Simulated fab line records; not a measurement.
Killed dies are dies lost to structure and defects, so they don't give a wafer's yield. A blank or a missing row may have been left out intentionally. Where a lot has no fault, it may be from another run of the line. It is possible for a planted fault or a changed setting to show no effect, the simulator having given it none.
Split-lot trial + flow n5-finfet + 39 wafers read across 7 lots, on a route 1938 steps long

## ABOUT THE SPLIT
At N5_BEOL_M8_ETCH_66 (etches SOC in N2/H2, target depth 80 nm, overetch 16 nm, time 120 s), the setting target-depth-a was moved away from the recipe's 800 angstrom on 18 of the 39 wafers read, by -50.3% to +52.2%. For the rest of the wafers, this setting stayed at what the recipe calls for.

## FROM THE SPLIT TO THE READING: what the file shows between them, 2 steps
- N5_BEOL_M8_STRIP_69: strips in N2/H2
- N5_BEOL_M8_STRIP_73: strips in N2/H2

## THE READING
BEOL_M8.cd-nm (the simulator's own value, which no gauge read), in nm, at N5_BEOL_M8_VIA_ETCH_34 (etches SiCOH lowk in C4F6/O2, target depth 125.5 nm, time 50.5 s). The file gives no usual value for it. Across the 21 wafers here that went through the recipe, the average is 40.1 nm and the standard deviation 0.19 nm.

| wafer  | tool, chamber at the split | target-depth-a as run, angstrom | against the recipe | BEOL_M8.cd-nm, nm | against lot-mates on the recipe |
|--------|----------------------------|---------------------------------|--------------------|-------------------|---------------------------------|
| L074.1 | rie-diel-06, 3             | 800                             | recipe             | 40.4              | -                               |
| L074.2 | rie-diel-06, 2             | 800                             | recipe             | 40.2              | -                               |
| L074.6 | rie-diel-06, 2             | 800                             | recipe             | 40.2              | -                               |
| L074.3 | rie-diel-06, 0             | 1218                            | +52.2%             | 41.2              | +0.9                            |
| L074.4 | rie-diel-06, 1             | 1218                            | +52.2%             | 41.2              | +0.9                            |
| L074.5 | rie-diel-06, 1             | 1218                            | +52.2%             | 41.2              | +0.9                            |
| L080.1 | rie-diel-01, 3             | 800                             | recipe             | 40                | -                               |
| L080.2 | rie-diel-01, 0             | 1105                            | +38.1%             | 40.8              | +0.6                            |
| L080.3 | rie-diel-01, 1             | 1105                            | +38.1%             | 40.8              | +0.6                            |
| L080.6 | rie-diel-01, 0             | 1105                            | +38.1%             | 40.8              | +0.6                            |
| L080.4 | rie-diel-01, 1             | 800                             | recipe             | 40.4              | -                               |
| L080.5 | rie-diel-01, 3             | 800                             | recipe             | 40.2              | -                               |
| L084.1 | rie-diel-01, 0             | 989.5                           | +23.7%             | 40                | +0.1                            |
| L084.2 | rie-diel-01, 1             | 800                             | recipe             | 40                | -                               |
| L084.4 | rie-diel-01, 1             | 800                             | recipe             | 40                | -                               |
| L084.3 | rie-diel-01, 0             | 800                             | recipe             | 39.8              | -                               |
| L084.5 | rie-diel-01, 0             | 989.5                           | +23.7%             | 40.4              | +0.5                            |
| L084.6 | rie-diel-01, 1             | 989.5                           | +23.7%             | 40.4              | +0.5                            |
| L086.1 | rie-diel-02, 1             | 800                             | recipe             | 40                | -                               |
| L086.2 | rie-diel-02, 0             | 1119                            | +39.9%             | 40.6              | +0.5                            |
| L086.4 | rie-diel-02, 3             | 1119                            | +39.9%             | 40.6              | +0.5                            |
| L086.3 | rie-diel-02, 2             | 1119                            | +39.9%             | 41                | +0.9                            |
| L086.5 | rie-diel-02, 2             | 800                             | recipe             | 40.2              | -                               |
| L086.6 | rie-diel-02, 1             | 800                             | recipe             | 40.2              | -                               |
| L085.1 | rie-diel-06, 2,0           | 1099                            | +37.4%             | 41                | +1.0                            |
| L085.2 | rie-diel-06, 3             | 1099                            | +37.4%             | 40.8              | +0.8                            |
| L085.3 | rie-diel-06, 2,0           | 1099                            | +37.4%             | 40.8              | +0.8                            |
| L085.4 | rie-diel-06, 3             | 800                             | recipe             | 40                | -                               |
| L085.5 | rie-diel-06, 2,0           | 800                             | recipe             | 40                | -                               |
| L085.6 | rie-diel-06, 2,0           | 800                             | recipe             | 40                | -                               |
| L088.1 | rie-diel-01, 2             | 800                             | recipe             | 40                | -                               |
| L088.2 | rie-diel-01, 1             | 397.5                           | -50.3%             | 39                | -0.8                            |
| L088.3 | rie-diel-01, 3             | 397.5                           | -50.3%             | 39                | -0.8                            |
| L088.6 | rie-diel-01, 0             | 397.5                           | -50.3%             | 39                | -0.8                            |
| L088.4 | rie-diel-01, 0             | 800                             | recipe             | 39.6              | -                               |
| L088.5 | rie-diel-01, 1             | 800                             | recipe             | 39.8              | -                               |
| L097.1 | rie-diel-02, 3,2           | 800                             | recipe             | 40                | -                               |
| L097.2 | rie-diel-02, 3,2           | 800                             | recipe             | 40                | -                               |
| L097.3 | rie-diel-02, 0             | 800                             | recipe             | 40.2              | -                               |
The file does not say which wafer passed through which chamber wherever a row lists several chambers: such a row stands for several wafers.

FIT RESULTS
A straight line over all 39 wafers: BEOL_M8.cd-nm changes by +0.0202 nm for each +1% of target-depth-a; r = +0.95; the points scatter about the line by 0.18 nm.
The same after taking each lot's own level away (the mean of its wafers on the recipe; 39 wafers): +0.017 nm for each +1%; r = +0.96; scatter 0.14 nm.
According to that fit, moving target-depth-a by its largest amount changes the reading by 0.89 nm.
Across the lots, their own levels run from 39.80 to 40.27 nm, a range of 2.5 times the standard deviation given above.
So the lot-to-lot level changes the slope: the two fits differ.
Check: for one of the wafers moved furthest among these (+52.2%), held out of the fit, the line's prediction against its lot-mates is +0.896 nm. Against them it came out at +0.933 nm.

## OTHER SPLITS ON THESE WAFERS
Other splits were also applied to these wafers ahead of the reading. Each is held against what the fit with the lots' levels taken away leaves over:
| other split on the same wafers                 | wafers away from the commonest value | r with BEOL_M8.cd-nm (lot level and that fit taken away) |
|------------------------------------------------|--------------------------------------|----------------------------------------------------------|
| N5_MOL_CONTACT_COAG_VIA_ETCH_46 target-depth-a | 9                                    | -0.18                                                    |
| N5_BEOL_M1_ILD_DEP_00 target-thk-a             | 18                                   | -0.08                                                    |
| N5_BEOL_M6_PECVD_70 time-s                     | 12                                   | -0.05                                                    |

## THE WHOLE CHAIN: every reading that the file lists as answering this split, in the file's order
| step                   | what it does                                                        | reading                                                                          | change (the file's fit)                | r (the file's) |
|------------------------|---------------------------------------------------------------------|----------------------------------------------------------------------------------|----------------------------------------|----------------|
| N5_BEOL_M8_ETCH_66     | etches SOC in N2/H2, target depth 80 nm, overetch 16 nm, time 120 s | SiARC_of_BEOL_M8_COAT_64.thk-nm (the simulator's own value, which no gauge read) | -0.0466 nm for each +1% of the setting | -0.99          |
| N5_BEOL_M8_ETCH_66     | etches SOC in N2/H2, target depth 80 nm, overetch 16 nm, time 120 s | BEOL_M8.cd-nm (the simulator's own value, which no gauge read)                   | +0.0175 nm for each +1% of the setting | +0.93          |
| N5_BEOL_M8_VIA_ETCH_34 | etches SiCOH lowk in C4F6/O2, target depth 125.5 nm, time 50.5 s    | BEOL_M8.cd-nm (the simulator's own value, which no gauge read)                   | +0.0172 nm for each +1% of the setting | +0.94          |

## FILE'S OWN FIT
BEOL_M8.cd-nm changes by +0.0172 nm for each +1% of target-depth-a, r = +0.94.
